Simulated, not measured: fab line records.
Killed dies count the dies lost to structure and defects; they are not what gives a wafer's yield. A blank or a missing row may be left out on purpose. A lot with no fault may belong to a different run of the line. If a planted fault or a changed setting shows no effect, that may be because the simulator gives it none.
Matching of chambers -- flow nand-harc -- NHARC_A_M0_CMP_23 on cmp-01 has 4 sister chambers
The step polishes, t overpolish 20 s, target thk 113.75 nm. 4 wafers are shown with their chamber, then 10 later ones without.

WAFERS PAIRED WITH THEIR CHAMBERS
wafer,chamber,motor-current-A (A)
L084.1,1,13.1
L088.6,3,11.0
L090.2,0,13.2
L090.4,2,13.2

WAFERS WITH NO CHAMBER GIVEN
wafer,motor-current-A (A)
L090.5,13.3
L093.1,13.4
L093.3,12.9
L093.4,10.4
L095.4,12.7
L095.5,13.4
L095.6,10.5
L097.2,12.4
L097.3,13.7
L097.5,12.9

THE CHAMBER EACH PASSED THROUGH
wafer,from the rows above,in truth
L090.5,can't be placed: 0 or 2 or 1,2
L093.1,can't be placed: 0 or 2 or 1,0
L093.3,can't be placed: 1 or 0 or 2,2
L093.4,3,3
L095.4,can't be placed: 1 or 0 or 2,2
L095.5,can't be placed: 0 or 2 or 1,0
L095.6,3,3
L097.2,can't be placed: 1 or 0 or 2 or 3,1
L097.3,can't be placed: 0 or 2 or 1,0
L097.5,can't be placed: 1 or 0 or 2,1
Correct placement for 2 of the 10. From these rows, 8 cannot be placed; in 8 the true chamber is one of the candidates. 0 placed wrongly.
How it was worked out, from the rows above alone: a wafer's distance from a chamber is the root of the sum, over the readings, of the square of ((its reading less the chamber's mean) divided by the reading's scatter). The wafer belongs to the nearest chamber; if the next one is less than 2 further off, it can't be placed. For every chamber, the mean is computed from those of its wafers that are shown. The scatter: with one shown wafer a chamber, the root of the mean of the squares of how far each hidden wafer lies from its nearest shown one.
